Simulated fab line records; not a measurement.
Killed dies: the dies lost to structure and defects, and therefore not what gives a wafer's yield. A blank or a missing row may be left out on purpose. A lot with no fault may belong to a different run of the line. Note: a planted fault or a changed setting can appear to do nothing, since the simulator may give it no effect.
Which of the tools did it?	flow nand_harc	Sampling: 12 lots, 36 wafers, 5 of 1302 route steps

## WHAT EACH GAUGE READ, for each wafer
NHARC_A_SOURCE_PLATE_INSPECT_08.
lot	measured	on	raw_defect_count
L076	day 8 09:31	defect_inspect-01	84 34 33
L077	day 8 21:25	defect_inspect-01	66 38 47
L079	day 9 16:04	defect_inspect-01	66 54 57
L082	day 10 19:46	defect_inspect-01	40 51 81
L083	day 11 12:04	defect_inspect-01	35 42 37
L085	day 12 03:15	defect_inspect-01	34 49 43
L087	day 13 02:50	defect_inspect-01	58 95 68
L089	day 13 21:10	defect_inspect-02	48 64 52
L091	day 15 00:17	defect_inspect-01	121 68 81
L093	day 15 10:10	defect_inspect-02	72 111 37
L095	day 16 13:05	defect_inspect-02	43 38 47
L097	day 17 09:24	defect_inspect-02	64 76 36

## WHICH TOOL RAN EACH LOT (tool, then ch and the chambers of the sampled wafers, then the start)
lot	NHARC_P_M2_DEGAS_29	NHARC_P_M2_DEP_33	NHARC_P_BONDPAD_PVD_27	NHARC_A_ZERO_WELL_ETCH_19
L076	pvd_sputter-01, day 7 03:32	pecvd-02 ch 1,2, day 7 05:20	pvd_sputter-01, day 7 11:25 or earlier	rie_diel-07 ch 0,2, day 7 11:25
L077	pvd_sputter-03, day 7 13:15	pecvd-03 ch 0,1,2, day 7 14:56	pvd_sputter-02, day 7 21:12 or earlier	rie_diel-08 ch 0,2,3, day 7 21:12
L079	pvd_sputter-02, day 8 11:26	pecvd-03 ch 0,1,2, day 8 13:11	pvd_sputter-01, day 8 19:05 or earlier	rie_diel-07 ch 1,2,3, day 8 19:05
L082	pvd_sputter-02, day 9 14:40	pecvd-01 ch 0,1, day 9 16:22	pvd_sputter-02, day 9 22:13 or earlier	rie_diel-07 ch 2,3, day 9 22:13
L083	pvd_sputter-02, day 10 05:23	pecvd-03 ch 0,2, day 10 07:05	pvd_sputter-02, day 10 13:01 or earlier	rie_diel-07 ch 1,2, day 10 13:01
L085	pvd_sputter-02, day 10 22:32	pecvd-01 ch 0,1,2, day 11 00:14	pvd_sputter-03, day 11 06:05 or earlier	rie_diel-08 ch 1,2,3, day 11 06:05
L087	pvd_sputter-03, day 11 21:38	pecvd-02 ch 0,1,2, day 11 23:20	pvd_sputter-01, day 12 05:21 or earlier	rie_diel-07 ch 2,3, day 12 05:21
L089	pvd_sputter-02, day 12 16:19	pecvd-02 ch 1,2, day 12 18:04	pvd_sputter-01, day 13 00:07 or earlier	rie_diel-09 ch 0,1,2, day 13 00:07
L091	pvd_sputter-01, day 13 18:34	pecvd-03 ch 0,1,2, day 13 20:17	pvd_sputter-01, day 14 02:25 or earlier	rie_diel-07 ch 1,3, day 14 02:25
L093	pvd_sputter-01, day 14 04:26	pecvd-03 ch 0,1, day 14 06:10	pvd_sputter-03, day 14 12:09 or earlier	rie_diel-07 ch 0,2,3, day 14 12:09
L095	pvd_sputter-02, day 15 06:30	pecvd-01 ch 0,1, day 15 08:13	pvd_sputter-01, day 15 14:22 or earlier	rie_diel-07 ch 2,3, day 15 14:22
L097	pvd_sputter-01, day 16 03:59	pecvd-02 ch 0,1, day 16 05:46	pvd_sputter-01, day 16 11:38 or earlier	rie_diel-07 ch 1,2, day 16 11:38
- NHARC_P_M2_DEGAS_29: time 60 s.
- NHARC_P_M2_DEP_33: deposits SiCN, target thk 30 nm.
- NHARC_P_BONDPAD_PVD_27: deposits Cu, target thk 30 nm, time 20.49 s.
- NHARC_A_ZERO_WELL_ETCH_19: etches the open film in N2/H2, target depth 80 nm, overetch 24 nm, time 87.88 s.

## THE ANSWER, worked out from the rows above alone
Rule: the usual values come from the lots themselves. Put in order of their means at a reading, lots are off if they are a third of the lots or fewer, leave a main group of 4 or more, and stand apart from it by a gap of 3 or more times the standard deviation of the main group's means; of several such gaps the widest counts. A main group whose means are all the same, to the digits that the tables above print for the reading, isn't used. A lot without any number at a reading at which 4 lots or more have one is off too. Any other lot the step has rows for is counted as sound.
Nothing can be told from this: no lot is off at any reading shown.

## WHAT WAS PUT IN BY THE SIMULATOR
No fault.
